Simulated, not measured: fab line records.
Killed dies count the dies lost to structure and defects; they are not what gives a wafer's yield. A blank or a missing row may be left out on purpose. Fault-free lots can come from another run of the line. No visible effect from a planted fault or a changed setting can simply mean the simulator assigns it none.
Matching of chambers :: flow nand_harc :: rie_diel-05 running NHARC_A_STAIRCASE_TRIM_187: 4 sister chambers
The step chemistry O2, time 211.2 s. 18 wafers are shown with their chamber, then 9 later ones without.

EACH WAFER AND ITS CHAMBER
wafer: L074.2
chamber: 0
drypump_motor_current_A (A): 5.5
showerhead_plenum_p_Torr (Torr): 3.66
rf_vpp_V (V): 58.7

wafer: L074.3
chamber: 2
drypump_motor_current_A (A): 6.3
showerhead_plenum_p_Torr (Torr): 3.37
rf_vpp_V (V): 56.2

wafer: L074.5
chamber: 2
drypump_motor_current_A (A): 6.3
showerhead_plenum_p_Torr (Torr): 3.37
rf_vpp_V (V): 58.1

wafer: L075.1
chamber: 2
drypump_motor_current_A (A): 6.3
showerhead_plenum_p_Torr (Torr): 3.37
rf_vpp_V (V): 58.2

wafer: L075.2
chamber: 0
drypump_motor_current_A (A): 5.5
showerhead_plenum_p_Torr (Torr): 3.66
rf_vpp_V (V): 58.8

wafer: L075.4
chamber: 3
drypump_motor_current_A (A): 5.0
showerhead_plenum_p_Torr (Torr): 3.29
rf_vpp_V (V): 58.6

wafer: L076.1
chamber: 2
drypump_motor_current_A (A): 6.3
showerhead_plenum_p_Torr (Torr): 3.37
rf_vpp_V (V): 56.3

wafer: L076.2
chamber: 1
drypump_motor_current_A (A): 6.6
showerhead_plenum_p_Torr (Torr): 3.43
rf_vpp_V (V): 58.3

wafer: L076.6
chamber: 3
drypump_motor_current_A (A): 5.0
showerhead_plenum_p_Torr (Torr): 3.28
rf_vpp_V (V): 57.8

wafer: L078.2
chamber: 3
drypump_motor_current_A (A): 4.9
showerhead_plenum_p_Torr (Torr): 3.28
rf_vpp_V (V): 56.9

wafer: L078.3
chamber: 2
drypump_motor_current_A (A): 6.4
showerhead_plenum_p_Torr (Torr): 3.36
rf_vpp_V (V): 57.9

wafer: L078.6
chamber: 2
drypump_motor_current_A (A): 6.3
showerhead_plenum_p_Torr (Torr): 3.36
rf_vpp_V (V): 56.9

wafer: L079.1
chamber: 3
drypump_motor_current_A (A): 5.0
showerhead_plenum_p_Torr (Torr): 3.28
rf_vpp_V (V): 57.3

wafer: L079.3
chamber: 2
drypump_motor_current_A (A): 6.3
showerhead_plenum_p_Torr (Torr): 3.36
rf_vpp_V (V): 57.5

wafer: L079.6
chamber: 2
drypump_motor_current_A (A): 6.3
showerhead_plenum_p_Torr (Torr): 3.36
rf_vpp_V (V): 56.8

wafer: L091.1
chamber: 2
drypump_motor_current_A (A): 6.3
showerhead_plenum_p_Torr (Torr): 3.35
rf_vpp_V (V): 57.3

wafer: L091.2
chamber: 3
drypump_motor_current_A (A): 5.0
showerhead_plenum_p_Torr (Torr): 3.79
rf_vpp_V (V): 56.6

wafer: L091.3
chamber: 1
drypump_motor_current_A (A): 6.6
showerhead_plenum_p_Torr (Torr): 3.41
rf_vpp_V (V): 57.5

SIGNATURES (averages over the wafers above)
reading: drypump_motor_current_A
chamber 0: 5.500
chamber 1: 6.600
chamber 2: 6.311
chamber 3: 4.980
scatter within a chamber: 0.0347

reading: showerhead_plenum_p_Torr
chamber 0: 3.6600
chamber 1: 3.4200
chamber 2: 3.3633
chamber 3: 3.3840
scatter within a chamber: 0.122

reading: rf_vpp_V
chamber 0: 58.750
chamber 1: 57.900
chamber 2: 57.244
chamber 3: 57.440
scatter within a chamber: 0.72
Rule: for a wafer and a chamber, the distance is found by dividing, reading by reading, the gap between the wafer's reading and the chamber's mean by the reading's scatter, squaring, summing and taking the root. The wafer belongs to the nearest chamber; if the next one is less than 2 further off, it can't be placed. The scatter: the root of (the sum of the squares of (reading less its chamber's mean) over the shown wafers, divided by (wafers less chambers)).

WAFERS WITHOUT THEIR CHAMBER
wafer: L089.3
drypump_motor_current_A (A): 5.5
showerhead_plenum_p_Torr (Torr): 3.63
rf_vpp_V (V): 57.8

wafer: L089.4
drypump_motor_current_A (A): 5.0
showerhead_plenum_p_Torr (Torr): 3.79
rf_vpp_V (V): 57.9

wafer: L089.6
drypump_motor_current_A (A): 5.0
showerhead_plenum_p_Torr (Torr): 3.79
rf_vpp_V (V): 59.4

wafer: L092.4
drypump_motor_current_A (A): 5.0
showerhead_plenum_p_Torr (Torr): 3.78
rf_vpp_V (V): 58.5

wafer: L092.5
drypump_motor_current_A (A): 5.0
showerhead_plenum_p_Torr (Torr): 3.78
rf_vpp_V (V): 59.1

wafer: L092.6
drypump_motor_current_A (A): 6.3
showerhead_plenum_p_Torr (Torr): 3.35
rf_vpp_V (V): 58.3

wafer: L094.1
drypump_motor_current_A (A): 5.5
showerhead_plenum_p_Torr (Torr): 3.62
rf_vpp_V (V): 56.6

wafer: L094.2
drypump_motor_current_A (A): 6.6
showerhead_plenum_p_Torr (Torr): 3.40
rf_vpp_V (V): 58.2

wafer: L094.3
drypump_motor_current_A (A): 6.3
showerhead_plenum_p_Torr (Torr): 3.35
rf_vpp_V (V): 58.0

WHICH CHAMBER EACH ONE RAN IN
wafer: L089.3
from the rows above: 0
in truth: 0

wafer: L089.4
from the rows above: 3
in truth: 3

wafer: L089.6
from the rows above: 3
in truth: 3

wafer: L092.4
from the rows above: 3
in truth: 3

wafer: L092.5
from the rows above: 3
in truth: 3

wafer: L092.6
from the rows above: 2
in truth: 2

wafer: L094.1
from the rows above: 0
in truth: 0

wafer: L094.2
from the rows above: 1
in truth: 1

wafer: L094.3
from the rows above: 2
in truth: 2
9 of 9 placed correctly. From these rows, 0 cannot be placed. Placed wrongly: 0.
